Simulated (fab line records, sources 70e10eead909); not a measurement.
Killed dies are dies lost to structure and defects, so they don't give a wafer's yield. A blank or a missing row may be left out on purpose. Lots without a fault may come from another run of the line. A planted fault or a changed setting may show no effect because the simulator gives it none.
Which tool did it? | flow nand_harc | 7 lots, 21 wafers sampled, at 1 step of a route of 1159

WHAT THE GAUGES READ, wafer by wafer
NHARC_P_STI_OCD_MEAS_17.
lot  | measured    | on     | trench_depth_nm (nm)
L833 | day 2 19:45 | ocd-01 | 294.2 298.5 298.9
L835 | day 3 04:14 | ocd-02 | 293.3 299.4 297.7
L837 | day 3 18:00 | ocd-02 | 301.3 304.2 302.0
L839 | day 4 07:10 | ocd-02 | 297.0 296.3 297.6
L843 | day 5 06:32 | ocd-02 | 297.1 299.7 296.4
L845 | day 5 14:31 | ocd-02 | 302.5 303.4 302.0
L850 | day 7 02:10 | ocd-02 | 303.7 300.8 301.6

WHICH TOOL RAN EACH LOT (tool, then ch and the chambers of the sampled wafers, then the start)
The record holds no process step before these readings.

THE ANSWER, worked out from the rows above alone
Rule: what is usual is taken from the lots themselves. Put in order of their means at a reading, lots are off if they are a third of the lots or fewer, leave a main group of 4 or more, and stand apart from it by a gap of 3 or more times the standard deviation of the main group's means; of several such gaps the widest counts. A main group whose means are all the same, to the digits that the tables above print for the reading, isn't used. A lot without any number at a reading at which 4 lots or more have one is off too. The other lots that the step has rows for count as sound.
No lot is off at any reading shown: from this, nothing can be told.

WHAT THE SIMULATOR HAD PUT IN
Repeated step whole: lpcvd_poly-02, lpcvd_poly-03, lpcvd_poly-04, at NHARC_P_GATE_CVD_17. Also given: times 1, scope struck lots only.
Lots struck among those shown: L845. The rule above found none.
